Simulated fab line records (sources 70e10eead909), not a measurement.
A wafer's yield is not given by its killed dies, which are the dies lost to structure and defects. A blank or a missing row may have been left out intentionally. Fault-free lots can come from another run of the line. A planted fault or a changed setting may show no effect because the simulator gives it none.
Commonality check across tools :: flow nand_harc :: Lots sampled 13, wafers sampled 39

== REASON IT WAS OPENED ==
On 1 of the 13 lots, a flag is raised at NHARC_P_GATE_CD_MEAS_59 on the reading cd_nm. No-fault wafers: 720.9 nm, standard deviation 1.6.
Rule: flag the lot when none of its wafers has a number, or when each of its wafers that has one lies beyond 4 standard deviations from that mean. The rest of the lots are taken to be sound.

lot: L288
measured: day 5 18:37
on: cd_sem-01
cd_nm (nm), wafer by wafer: 721.5 721.3 724.0
flag: 

lot: L289
measured: day 6 06:53
on: cd_sem-02
cd_nm (nm), wafer by wafer: 720.4 720.0 719.9
flag: 

lot: L290
measured: day 6 15:02
on: cd_sem-03
cd_nm (nm), wafer by wafer: 723.1 723.7 722.0
flag: 

lot: L291
measured: day 6 18:50
on: cd_sem-03
cd_nm (nm), wafer by wafer: 722.4 721.7 722.2
flag: 

lot: L292
measured: day 7 07:34
on: cd_sem-02
cd_nm (nm), wafer by wafer: 723.5 722.0 722.6
flag: 

lot: L295
measured: day 8 09:54
on: cd_sem-02
cd_nm (nm), wafer by wafer: 731.1 731.6 731.5
flag: FLAGGED

lot: L304
measured: day 12 16:43
on: cd_sem-03
cd_nm (nm), wafer by wafer: 719.7 721.1 722.2
flag: 

lot: L305
measured: day 12 17:11
on: cd_sem-03
cd_nm (nm), wafer by wafer: 721.7 723.1 721.1
flag: 

lot: L306
measured: day 13 00:34
on: cd_sem-02
cd_nm (nm), wafer by wafer: 719.5 720.0 719.6
flag: 

lot: L307
measured: day 13 08:10
on: cd_sem-02
cd_nm (nm), wafer by wafer: 721.2 720.7 717.1
flag: 

lot: L308
measured: day 13 22:26
on: cd_sem-02
cd_nm (nm), wafer by wafer: 719.9 719.8 720.4
flag: 

lot: L310
measured: day 14 20:29
on: cd_sem-03
cd_nm (nm), wafer by wafer: 720.9 719.9 719.1
flag: 

lot: L311
measured: day 15 09:13
on: cd_sem-02
cd_nm (nm), wafer by wafer: 722.5 722.5 721.5
flag: 
Average over the flagged lots: 731.4 nm; offset from the usual +10.5 nm, equal to +7 standard deviations.

== EACH LOT AND THE TOOL IT RAN ON ==
The record holds 2 process steps before the reading, out of a route of 1302 steps. Read each cell as the tool, then ch plus the chambers that the sampled wafers visited, then the start.
lot: L288
flag: 
NHARC_P_GATE_HM_DEP_102: acl_dep-03 ch 0, day 5 03:29
NHARC_P_GATE_EXPOSE_56: krf_scanner-03 ch 0, day 5 18:27

lot: L289
flag: 
NHARC_P_GATE_HM_DEP_102: acl_dep-02 ch 0, day 5 15:36
NHARC_P_GATE_EXPOSE_56: krf_scanner-02 ch 0, day 6 06:43

lot: L290
flag: 
NHARC_P_GATE_HM_DEP_102: acl_dep-02 ch 0, day 6 00:05
NHARC_P_GATE_EXPOSE_56: krf_scanner-02 ch 0, day 6 14:53

lot: L291
flag: 
NHARC_P_GATE_HM_DEP_102: acl_dep-01 ch 0, day 6 03:57
NHARC_P_GATE_EXPOSE_56: krf_scanner-03 ch 0, day 6 18:41

lot: L292
flag: 
NHARC_P_GATE_HM_DEP_102: acl_dep-02 ch 0, day 6 16:38
NHARC_P_GATE_EXPOSE_56: krf_scanner-04 ch 0, day 7 07:25

lot: L295
flag: FLAGGED
NHARC_P_GATE_HM_DEP_102: acl_dep-01 ch 0, day 7 16:44
NHARC_P_GATE_EXPOSE_56: krf_scanner-02 ch 0, day 8 09:45

lot: L304
flag: 
NHARC_P_GATE_HM_DEP_102: acl_dep-02 ch 0, day 12 01:39
NHARC_P_GATE_EXPOSE_56: krf_scanner-03 ch 0, day 12 16:34

lot: L305
flag: 
NHARC_P_GATE_HM_DEP_102: acl_dep-02 ch 0, day 12 02:17
NHARC_P_GATE_EXPOSE_56: krf_scanner-03 ch 0, day 12 17:02

lot: L306
flag: 
NHARC_P_GATE_HM_DEP_102: acl_dep-03 ch 0, day 12 09:53
NHARC_P_GATE_EXPOSE_56: krf_scanner-02 ch 0, day 13 00:25

lot: L307
flag: 
NHARC_P_GATE_HM_DEP_102: acl_dep-01 ch 0, day 12 16:47
NHARC_P_GATE_EXPOSE_56: krf_scanner-03 ch 0, day 13 08:00

lot: L308
flag: 
NHARC_P_GATE_HM_DEP_102: acl_dep-01 ch 0, day 13 07:10
NHARC_P_GATE_EXPOSE_56: krf_scanner-02 ch 0, day 13 22:17

lot: L310
flag: 
NHARC_P_GATE_HM_DEP_102: acl_dep-01 ch 0, day 14 05:35
NHARC_P_GATE_EXPOSE_56: krf_scanner-02 ch 0, day 14 20:20

lot: L311
flag: 
NHARC_P_GATE_HM_DEP_102: acl_dep-03 ch 0, day 14 18:29
NHARC_P_GATE_EXPOSE_56: krf_scanner-02 ch 0, day 15 09:04
What the steps here do:
- NHARC_P_GATE_HM_DEP_102: deposits aC, target thk 120 nm.
- NHARC_P_GATE_EXPOSE_56: exposes mask P PSD, target cd 720 nm.
- NHARC_P_GATE_CD_MEAS_59: target cd 720 nm.

== FLAGGED AGAINST TOTAL, ONE TOOL AT A TIME (gauges that did the reading follow at the end) ==
step: NHARC_P_GATE_HM_DEP_102
tool: acl_dep-01
lots run: 5
flagged: 1
share of the flagged lots: all
sound lots run after its first flagged lot: 3 (L307,L308,L310)

step: NHARC_P_GATE_HM_DEP_102
tool: acl_dep-02
lots run: 5
flagged: 0
share of the flagged lots: none
sound lots run after its first flagged lot: -

step: NHARC_P_GATE_HM_DEP_102
tool: acl_dep-03
lots run: 3
flagged: 0
share of the flagged lots: none
sound lots run after its first flagged lot: -

step: NHARC_P_GATE_EXPOSE_56
tool: krf_scanner-02
lots run: 7
flagged: 1
share of the flagged lots: all
sound lots run after its first flagged lot: 4 (L306,L308,L310,L311)

step: NHARC_P_GATE_EXPOSE_56
tool: krf_scanner-03
lots run: 5
flagged: 0
share of the flagged lots: none
sound lots run after its first flagged lot: -

step: NHARC_P_GATE_EXPOSE_56
tool: krf_scanner-04
lots run: 1
flagged: 0
share of the flagged lots: none
sound lots run after its first flagged lot: -

step: NHARC_P_GATE_CD_MEAS_59
tool: cd_sem-01
lots run: 1
flagged: 0
share of the flagged lots: none
sound lots run after its first flagged lot: -

step: NHARC_P_GATE_CD_MEAS_59
tool: cd_sem-02
lots run: 7
flagged: 1
share of the flagged lots: all
sound lots run after its first flagged lot: 4 (L306,L307,L308,L311)

step: NHARC_P_GATE_CD_MEAS_59
tool: cd_sem-03
lots run: 5
flagged: 0
share of the flagged lots: none
sound lots run after its first flagged lot: -

== THE TABLE: WHAT IT ALLOWS ==
Rows of the table that ran every flagged lot, 3 in all: acl_dep-01 at NHARC_P_GATE_HM_DEP_102, krf_scanner-02 at NHARC_P_GATE_EXPOSE_56, cd_sem-02 at NHARC_P_GATE_CD_MEAS_59.
- acl_dep-01 at NHARC_P_GATE_HM_DEP_102 ran 5 lots, 1 of them flagged. Sound lots ran on it after the first flagged one (L307, L308, L310), which a lasting fault on the whole tool wouldn't allow.
- krf_scanner-02 at NHARC_P_GATE_EXPOSE_56 ran 7 lots, 1 of them flagged. Sound lots ran on it after the first flagged one (L306, L308, L310, L311), which a lasting fault on the whole tool wouldn't allow.
- cd_sem-02 at NHARC_P_GATE_CD_MEAS_59 ran 7 lots, 1 of them flagged. Sound lots ran on it after the first flagged one (L306, L307, L308, L311), which a lasting fault on the whole tool wouldn't allow.
None of the table's rows ran every flagged lot and, after the first, no sound lot.

== WHAT WAS PUT IN BY THE SIMULATOR ==
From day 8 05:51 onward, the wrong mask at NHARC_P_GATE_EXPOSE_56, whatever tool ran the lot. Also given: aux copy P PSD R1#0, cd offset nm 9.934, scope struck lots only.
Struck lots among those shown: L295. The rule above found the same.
